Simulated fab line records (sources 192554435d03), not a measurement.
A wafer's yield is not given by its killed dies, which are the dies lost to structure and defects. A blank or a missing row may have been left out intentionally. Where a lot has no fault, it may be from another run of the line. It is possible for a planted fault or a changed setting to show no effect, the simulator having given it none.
Matching of chambers | flow n5_finfet | pecvd-03 running N5_BEOL_M6_DEP_56: 3 sister chambers
The step deposits SiCN from 3MS/NH3, target thk 10 nm, time 17.5 s. 16 wafers are shown with their chamber, then 8 later ones without.

## WAFERS WITH THEIR CHAMBER
wafer  | chamber | throttle_valve_pct (%) | showerhead_plenum_p_Torr (Torr)
L077.1 | 2       | 8.5                    | 3.676
L077.3 | 1       | 9.3                    | 3.664
L077.6 | 1       | 9.6                    | 3.674
L085.2 | 2       | 8.7                    | 3.676
L085.3 | 0       | 9.0                    | 3.655
L085.5 | 2       | 8.6                    | 3.679
L086.2 | 2       | 8.4                    | 3.674
L086.3 | 0       | 8.9                    | 3.653
L086.6 | 1       | 9.6                    | 3.670
L087.3 | 1       | 9.4                    | 3.658
L087.4 | 1       | 9.5                    | 3.671
L087.5 | 2       | 8.8                    | 3.679
L091.1 | 1       | 9.5                    | 3.661
L091.4 | 1       | 9.5                    | 3.671
L091.5 | 2       | 8.7                    | 3.667
L092.2 | 2       | 8.5                    | 3.688

SIGNATURES (averages over the wafers above)
reading                  | chamber 0 | chamber 1 | chamber 2 | scatter within a chamber
throttle_valve_pct       | 8.950     | 9.486     | 8.600     | 0.122
showerhead_plenum_p_Torr | 3.65400   | 3.66700   | 3.67700   | 0.00594
Rule: distance of a wafer from a chamber = root of the sum over the readings of ((wafer's reading minus chamber's mean) / reading's scatter) squared. The wafer belongs to the nearest chamber; if the next one is less than 2 further off, it can't be placed. The scatter: the root of (the sum of the squares of (reading less its chamber's mean) over the shown wafers, divided by (wafers less chambers)).

## WAFERS WHOSE CHAMBER IS MISSING
wafer  | throttle_valve_pct (%) | showerhead_plenum_p_Torr (Torr)
L092.4 | 9.1                    | 3.660
L092.6 | 8.7                    | 3.670
L095.4 | 9.0                    | 3.641
L095.5 | 8.6                    | 3.670
L095.6 | 9.8                    | 3.668
L096.1 | 9.6                    | 3.677
L096.3 | 8.8                    | 3.675
L096.5 | 9.1                    | 3.653

## EACH ONE'S CHAMBER
wafer  | from the rows above     | in truth
L092.4 | can't be placed: 0 or 1 | 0
L092.6 | can't be placed: 2 or 0 | 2
L095.4 | 0                       | 0
L095.5 | 2                       | 2
L095.6 | 1                       | 1
L096.1 | 1                       | 1
L096.3 | 2                       | 2
L096.5 | 0                       | 0
Correct placement for 6 of the 8. Unplaceable from these rows: 2, with the true chamber sitting among the candidates in 2. Placed wrongly: 0.
